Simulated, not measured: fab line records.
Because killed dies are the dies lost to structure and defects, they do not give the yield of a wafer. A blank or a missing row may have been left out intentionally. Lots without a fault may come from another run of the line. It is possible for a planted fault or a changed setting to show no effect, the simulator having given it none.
Comparing a struck lot with a sound one	flow nand_harc	13 steps out of a route of 1302
Sound: the wafers L510.3, L510.5, L510.6. The struck wafers were L528.1, L528.4, L528.5. At the end, the cause is stated.
Each step with rows lists, per side, the tool, then ch with its chambers, then its first start. Under that, the readings that differ: sound wafers	struck wafers	difference of the means	sigmas: that difference in standard deviations of wafers without a fault.
alike: words and numbers the same on both sides, and readings whose means are apart by under 2 such deviations; not compared: readings that were withheld, readings missing a value for some wafer, numbers with overlapping values and no deviation given by the record, and bounds like >300 which may hide the same value.
A row with sigmas, a row that says differs or no value, or rows on one side alone: a step with any of these is where the two part. Numbers that don't overlap but have no deviation are shown without sigmas and don't part them. A reading missing from all wafers of one side parts the sides only when that side holds two or more wafers.

first, 6 steps without rows for these wafers: NHARC_A_DECK1_JOINT_CVD_34 (deposits SiNx, target thk 20 nm); NHARC_A_DECK1_JOINT_DEP_06 (deposits SiOx, target thk 80 nm); NHARC_A_DECK1_JOINT_CURE_26 (time 32 s); NHARC_A_DECK1_JOINT_ANNEAL_27 (time 3600 s); NHARC_A_DECK1_JOINT_ANNEAL_28 (time 1800 s); NHARC_A_DECK1_JOINT_ANNEAL_29 (time 1800 s).
NHARC_A_DECK1_JOINT_CMP_02: polishes SiOx.
  sound on cmp-01 ch 1,2,3, day 13 10:11; struck on cmp-01 ch 0,2, day 20 18:28
  alike: motor_current_A
next, for these wafers, 1 step has no rows: NHARC_A_DECK1_JOINT_SRD_15.
NHARC_A_DECK1_JOINT_DEP_16: deposits SiO2, target thk 45 nm.
  sound on pecvd-04 ch 1,2, day 13 10:35; struck on pecvd-02 ch 1,2, day 20 18:53
  alike: chamber_pressure_Torr, heater_power_w, throttle_valve_pct
NHARC_A_DECK1_JOINT_THK_MEAS_17: measures by ellipsometry.
  sound: film_metro-02 at day 13 10:49; struck: film_metro-01 at day 20 19:10
  alike: thk_nm
NHARC_A_DECK1_JOINT_INSPECT_05:
  sound: defect_inspect-02 at day 13 10:51; struck: defect_inspect-02 at day 20 19:12
  alike: raw_defect_count
NHARC_A_ONON_D2_DEP_00: target thk 1000 nm.
  sound on pecvd_onon-02 ch 0, day 13 11:02; struck on pecvd_onon-04 ch 0, day 20 19:16
NHARC_A_ONON_D2_THK_MEAS_02: measures by ellipsometry.
  sound: film_metro-02 at day 13 11:25; struck: film_metro-02 at day 20 19:56
reading	sound	struck	difference	sigmas
thk_nm (nm)	1034 1033 1033	1513 1511 1511	+478	+40
  not compared: hold

== WHERE THEY PART ==
Only at NHARC_A_ONON_D2_THK_MEAS_02, within this record.

WHY: whatever the simulator had introduced
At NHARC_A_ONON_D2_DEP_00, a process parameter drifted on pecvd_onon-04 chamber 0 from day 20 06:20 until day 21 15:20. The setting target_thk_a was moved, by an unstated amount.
